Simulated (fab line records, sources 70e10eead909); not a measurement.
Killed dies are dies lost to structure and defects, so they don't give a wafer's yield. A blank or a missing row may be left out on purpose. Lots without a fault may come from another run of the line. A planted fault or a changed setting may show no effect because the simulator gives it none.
Chamber matching | flow nand_harc | NHARC_A_STAIRCASE_DESCUM_312 on rie_diel-06: 4 sister chambers
The step chemistry O2, time 3 s. 8 wafers are shown with their chamber, then 9 later ones without.

WAFERS WITH THEIR CHAMBER
wafer  | chamber | showerhead_plenum_p_Torr (Torr) | drypump_motor_current_A (A)
L075.1 | 0       | 1.96                            | 5.6
L081.2 | 3       | 2.00                            | 4.8
L081.4 | 0       | 1.95                            | 5.6
L081.6 | 2       | 2.01                            | 5.5
L085.2 | 2       | 2.01                            | 5.5
L088.1 | 3       | 2.00                            | 4.9
L088.3 | 1       | 1.86                            | 5.6
L088.6 | 1       | 1.86                            | 5.7

WAFERS WITHOUT THEIR CHAMBER
wafer  | showerhead_plenum_p_Torr (Torr) | drypump_motor_current_A (A)
L089.2 | 2.00                            | 4.8
L089.5 | 2.01                            | 5.5
L089.6 | 2.00                            | 4.8
L091.2 | 2.01                            | 5.5
L091.4 | 1.95                            | 5.7
L091.6 | 1.85                            | 5.6
L096.1 | 1.99                            | 4.8
L096.4 | 1.85                            | 5.7
L096.5 | 1.99                            | 4.8

WHICH CHAMBER EACH WENT THROUGH
wafer  | from the rows above | in truth
L089.2 | 3                   | 3
L089.5 | 2                   | 2
L089.6 | 3                   | 3
L091.2 | 2                   | 2
L091.4 | 0                   | 0
L091.6 | 1                   | 1
L096.1 | 3                   | 3
L096.4 | 1                   | 1
L096.5 | 3                   | 3
Placed correctly: 9 of 9. Can't be placed from these rows: 0. Placed wrongly: 0.
How it was worked out, from the rows above alone: a wafer's distance from a chamber is the root of the sum, over the readings, of the square of ((its reading less the chamber's mean) divided by the reading's scatter). The wafer belongs to the nearest chamber; if the next one is less than 2 further off, it can't be placed. A chamber's mean is the mean of its shown wafers. The scatter: the root of (the sum of the squares of (reading less its chamber's mean) over the shown wafers, divided by (wafers less chambers)).
